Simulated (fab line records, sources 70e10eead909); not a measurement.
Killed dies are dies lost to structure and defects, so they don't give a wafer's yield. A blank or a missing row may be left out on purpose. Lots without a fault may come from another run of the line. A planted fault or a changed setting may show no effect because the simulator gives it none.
Chamber matching | flow nand_harc | NHARC_A_CHANNEL_FILL_D1_CMP_10 on cmp-02: 4 sister chambers
The step polishes, target thk 150 nm. 8 wafers are shown with their chamber, then 7 later ones without.

WAFERS WITH THEIR CHAMBER
wafer  | chamber | motor_current_A (A) | time_to_endpoint_s (s)
L080.5 | 3       | 12.2                | 12.9
L081.3 | 2       | 12.8                | 13.4
L081.5 | 1       | 12.8                | 14.3
L089.4 | 1       | 12.6                | 16.5
L089.5 | 0       | 9.5                 | 17.7
L089.6 | 3       | 11.1                | 18.3
L091.2 | 0       | 8.9                 | 11.9
L091.3 | 2       | 11.9                | 12.3

WAFERS WITHOUT THEIR CHAMBER
wafer  | motor_current_A (A) | time_to_endpoint_s (s)
L091.5 | 9.2                 | 14.7
L095.3 | 9.4                 | 16.1
L095.5 | 12.8                | 13.6
L095.6 | 12.1                | 16.3
L097.2 | 11.5                | 15.3
L097.3 | 12.3                | 18.8
L097.5 | 12.0                | 18.9

WHICH CHAMBER EACH WENT THROUGH
wafer  | from the rows above          | in truth
L091.5 | 0                            | 0
L095.3 | 0                            | 0
L095.5 | can't be placed: 1 or 2 or 3 | 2
L095.6 | can't be placed: 3 or 1 or 2 | 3
L097.2 | can't be placed: 3 or 2 or 1 | 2
L097.3 | can't be placed: 1 or 3 or 2 | 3
L097.5 | can't be placed: 3 or 1 or 2 | 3
Placed correctly: 2 of 7. Can't be placed from these rows: 5 (the true chamber is among the candidates in 5). Placed wrongly: 0.
How it was worked out, from the rows above alone: a wafer's distance from a chamber is the root of the sum, over the readings, of the square of ((its reading less the chamber's mean) divided by the reading's scatter). The wafer belongs to the nearest chamber; if the next one is less than 2 further off, it can't be placed. A chamber's mean is the mean of its shown wafers. The scatter: the root of (the sum of the squares of (reading less its chamber's mean) over the shown wafers, divided by (wafers less chambers)).
